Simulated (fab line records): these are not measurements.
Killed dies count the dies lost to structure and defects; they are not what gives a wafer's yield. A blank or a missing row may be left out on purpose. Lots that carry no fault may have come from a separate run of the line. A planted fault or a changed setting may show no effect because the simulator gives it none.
What tool caused it?	flow n5 finfet	8 lots with 24 wafers sampled at 7 steps, on a route of 1938 steps

## WHAT THE GAUGES READ, wafer by wafer
N5_SD_EPI_N_EPI_MEAS_23.
lot	measured	on	thk nm (nm)
L204	day 5 12:34	film metro-02	56.6 57.6 60.2
L203	day 5 14:44	film metro-01	58.5 61.2 60.0
L207	day 6 10:03	film metro-02	58.0 58.1 58.9
L211	day 7 09:32	film metro-02	53.5 51.6 52.0
L213	day 7 17:15	film metro-02	54.6 51.9 51.7
L215	day 8 05:43	film metro-02	60.7 63.3 60.9
L216	day 8 11:14	film metro-02	58.0 58.5 60.6
L218	day 9 00:18	film metro-01	58.8 59.0 59.7

N5_SD_ACTIVATION_RS_MEAS_03: the measuring method here is four-point-probe.
lot	measured	on	RS_SD_N (ohm/sq)	RS_SD_P (ohm/sq)
L204	day 5 18:38	film metro-02	22.0 22.2 22.0	56.4 56.7 56.5
L203	day 5 20:40	film metro-02	22.1 21.8 21.9	55.4 55.4 55.5
L207	day 6 15:23	film metro-02	21.9 22.2 22.2	56.0 56.0 55.8
L211	day 7 16:04	film metro-01	24.7 25.1 24.9	57.1 56.9 56.1
L213	day 7 22:47	film metro-02	23.8 24.5 24.2	58.0 56.7 56.7
L215	day 8 11:02	film metro-01	21.5 21.2 21.0	55.6 56.4 56.4
L216	day 8 16:28	film metro-01	21.9 21.8 21.6	56.6 57.2 56.9
L218	day 9 05:26	film metro-02	21.7 22.0 21.8	55.7 56.2 56.1

N5_BEOL_M4_RC_MEAS_101.
lot	measured	on	DIBL_N (mV/V)	DIBL_P (mV/V)	IOFF_N (nA/um)	IOFF_P (nA/um)	ION_N (uA/um)	ION_P (uA/um)	RS_SD_N (ohm/sq)	SS_N (mV/dec)	SS_P (mV/dec)	VT_N (mV)	VT_P (mV)
L204	day 10 15:47	prober-01	36.1 38.9 36.3	39.2 41.4 38.1	0.18 0.24 0.17	0.24 0.29 0.22	684 694 670	465 478 459	28.6 28.7 28.6	72.3 72.1 72.2	74.3 75.1 73.6	249 244 253	-248 -245 -251
L203	day 9 19:54	prober-02	37.2 35.4 34.3	37.6 34.7 33.6	0.18 0.14 0.12	0.25 0.20 0.18	678 667 666	470 464 461	28.5 27.8 28.2	72.1 71.1 70.8	73.8 73.0 72.5	247 252 252	-246 -251 -249
L207	day 10 22:28	prober-02	39.4 38.4 37.4	40.3 38.3 37.8	0.22 0.18 0.16	0.27 0.24 0.22	695 674 673	469 462 463	28.5 28.7 28.3	72.3 72.2 71.8	74.3 73.6 73.6	248 249 251	-247 -249 -248
L211	day 11 23:56	prober-01	39.9 39.5 39.1	38.1 38.2 37.7	0.22 0.20 0.21	0.28 0.29 0.29	683 671 684	468 469 474	31.9 32.4 31.9	72.4 71.8 71.3	74.5 74.0 74.2	248 248 247	-244 -242 -243
L213	day 12 23:43	prober-02	35.7 36.0 39.9	36.0 36.7 41.4	0.13 0.14 0.22	0.16 0.18 0.26	663 667 685	450 457 468	31.4 31.9 31.7	71.8 71.1 71.7	72.4 73.8 74.1	251 253 245	-257 -254 -249
L215	day 13 03:20	prober-01	36.4 36.6 33.9	38.0 38.8 35.6	0.17 0.17 0.13	0.22 0.24 0.19	691 678 674	475 468 468	27.8 27.7 27.2	71.8 71.1 70.4	73.3 73.9 72.5	250 249 254	-250 -247 -249
L216	day 13 03:29	prober-02	35.3 37.5 37.3	35.2 38.9 38.8	0.15 0.19 0.19	0.19 0.25 0.25	680 699 686	467 480 471	28.7 28.0 27.9	71.8 72.2 71.8	73.1 73.8 73.8	246 246 246	-249 -248 -247
L218	day 13 10:23	prober-02	36.8 37.9 37.2	36.5 38.9 37.1	0.16 0.18 0.15	0.23 0.25 0.23	674 683 671	467 465 462	28.2 28.3 28.3	72.0 71.8 72.8	72.8 73.7 73.4	250 247 253	-247 -248 -248

## WHICH TOOL RAN EACH LOT (tool, then ch and the chambers of the sampled wafers, then the start)
lot	N5_SPACER0_ALD_07	N5_SD_EPI_N_ETCH_34	N5_SD_EPI_N_ETCHBACK_44	N5_SD_EPI_N_EPI_21
L204	ald sin-01 ch 0,1,2, day 5 07:11	rie diel-01 ch 0,3, day 5 08:28	rie diel-01 ch 0,3, day 5 08:51	epi rpcvd-01 ch 0, day 5 11:02
L203	ald sin-03 ch 0,1,3, day 5 09:41	rie diel-06 ch 0,1,2, day 5 10:38	rie diel-06 ch 0,1,2, day 5 11:01	epi rpcvd-03 ch 0, day 5 12:50
L207	ald sin-01 ch 0,1, day 6 04:52	rie diel-03 ch 2,3, day 6 05:57	rie diel-03 ch 2,3, day 6 06:20	epi rpcvd-03 ch 0, day 6 08:08
L211	ald sin-01 ch 1,2, day 7 03:50	rie diel-01 ch 1,2,3, day 7 05:26	rie diel-01 ch 1,2,3, day 7 05:49	epi rpcvd-03 ch 0, day 7 08:00
L213	ald sin-03 ch 0,1,2, day 7 12:03	rie diel-01 ch 0,1,2, day 7 13:08	rie diel-01 ch 0,1,2, day 7 13:31	epi rpcvd-03 ch 0, day 7 14:58
L215	ald sin-03 ch 1,2,3, day 8 01:16	rie diel-06 ch 2,3, day 8 02:21	rie diel-06 ch 2,3, day 8 02:44	epi rpcvd-02 ch 0, day 8 04:16
L216	ald sin-01 ch 0,1,3, day 8 06:44	rie diel-01 ch 1,2,3, day 8 07:53	rie diel-01 ch 1,2,3, day 8 08:16	epi rpcvd-02 ch 0, day 8 09:31
L218	ald sin-03 ch 0,1,2, day 8 19:51	rie diel-06 ch 0,2,3, day 8 20:56	rie diel-06 ch 0,2,3, day 8 21:19	epi rpcvd-01 ch 0, day 8 22:35
- N5_SPACER0_ALD_07: deposits SiNx, target thk 2 nm.
- N5_SD_EPI_N_ETCH_34: etches SiARC in CF4, target depth 45.5 nm, time 75.8 s.
- N5_SD_EPI_N_ETCHBACK_44: etches SiNx in CH3F/O2, stops on SiO2, target depth 14.5 nm.
- N5_SD_EPI_N_EPI_21: deposits Si:P, time 690 s.

## AS READ BY THE TOOLS THEMSELVES (means over the sampled wafers that have a number; for cases with no such wafer, the mark the record gives instead)
N5_SPACER0_ALD_07.
lot	tool	heater power w (W)	susceptor temp C (C)
L204	ald sin-01	828	399.99
L203	ald sin-03	918	400.22
L207	ald sin-01	827	400.04
L211	ald sin-01	848	399.93
L213	ald sin-03	833	399.92
L215	ald sin-03	862	399.83
L216	ald sin-01	828	399.89
L218	ald sin-03	834	400.01

N5_SD_EPI_N_ETCH_34.
lot	tool	drypump motor current A (A)	etch rf on time s (s)	oes product au (a.u.)	rf vpp V (V)	showerhead plenum p Torr (Torr)	throttle valve pct (%)
L204	rie diel-01	5.5	76.4	0.72	184.1	2.18	15.61
L203	rie diel-06	5.7	75.0	0.73	184.9	2.17	15.48
L207	rie diel-03	5.6	75.7	0.70	184.7	2.14	15.63
L211	rie diel-01	5.9	76.4	0.73	184.3	2.15	15.77
L213	rie diel-01	5.8	75.7	0.74	185.0	2.15	15.64
L215	rie diel-06	5.7	75.3	0.67	183.4	2.11	15.67
L216	rie diel-01	5.9	76.5	0.72	183.9	2.14	15.79
L218	rie diel-06	6.1	74.9	0.70	184.4	2.19	15.50

N5_SD_EPI_N_ETCHBACK_44.
lot	tool	drypump motor current A (A)	oes product au (a.u.)	rf vpp V (V)	showerhead plenum p Torr (Torr)	throttle valve pct (%)
L204	rie diel-01	5.4	0.73	302	2.03	16.34
L203	rie diel-06	5.7	0.73	295	2.03	16.19
L207	rie diel-03	5.6	0.69	303	2.00	16.43
L211	rie diel-01	6.0	0.74	300	2.01	16.52
L213	rie diel-01	5.8	0.74	300	2.01	16.39
L215	rie diel-06	5.7	0.67	296	1.97	16.40
L216	rie diel-01	5.9	0.73	299	2.00	16.55
L218	rie diel-06	6.1	0.70	295	2.04	16.22

N5_SD_EPI_N_EPI_21.
lot	tool	susceptor temp C (C)
L204	epi rpcvd-01	680.1
L203	epi rpcvd-03	680.3
L207	epi rpcvd-03	680.2
L211	epi rpcvd-03	-
L213	epi rpcvd-03	-
L215	epi rpcvd-02	679.5
L216	epi rpcvd-02	680.0
L218	epi rpcvd-01	680.3

## THE ANSWER, worked out from the rows above alone
Rule: what is usual is taken from the lots themselves. The widest of any qualifying gaps counts: lots, ordered by their means at a reading, are off when they make up no more than a third of the lots, leave a main group of 4 or more, and stand apart from it by 3 or more times the standard deviation of that group's means. A main group is skipped when, at the precision printed for the reading in the tables above, its means are all equal. Also off: a lot with no number at a reading for which 4 or more lots have one. Where the step has rows for the other lots, those lots are counted as sound. Order of review: gauges by route order, followed by the tools' own readings, for which a lot's mean as printed above is used. The first step at which some lot is off is used, and at that step the reading that is off furthest; a lot without a number counts as furthest.
Off, at N5_SD_EPI_N_EPI_MEAS_23 on thk nm: L211, L213. The main group: mean 59.4 nm, standard deviation 1.2.
If a tool, at a process step before that reading, ran all the lots that are off and no sound lot after the first of them, it fits. Not tried: the gauges at N5_SD_EPI_N_EPI_MEAS_23; whatever is off there is also off at N5_BEOL_M4_RC_MEAS_101, on other tools, and gauge error can't account for it. One fits: N5_SD_EPI_N_EPI_21 on epi rpcvd-03. A fault onset in the window from L207 (day 6 08:08, its last sound lot) to L211 (day 7 08:00, its first lot off) fits.
Blank at N5_SD_EPI_N_EPI_21 on the lots that are off, where sound lots have numbers: susceptor temp C.

## WHAT THE SIMULATOR HAD INSERTED
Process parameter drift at N5_SD_EPI_N_EPI_21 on epi rpcvd-03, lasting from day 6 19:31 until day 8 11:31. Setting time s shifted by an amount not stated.
Shown lots that were struck: L211, L213. This agrees with what the rule above found.
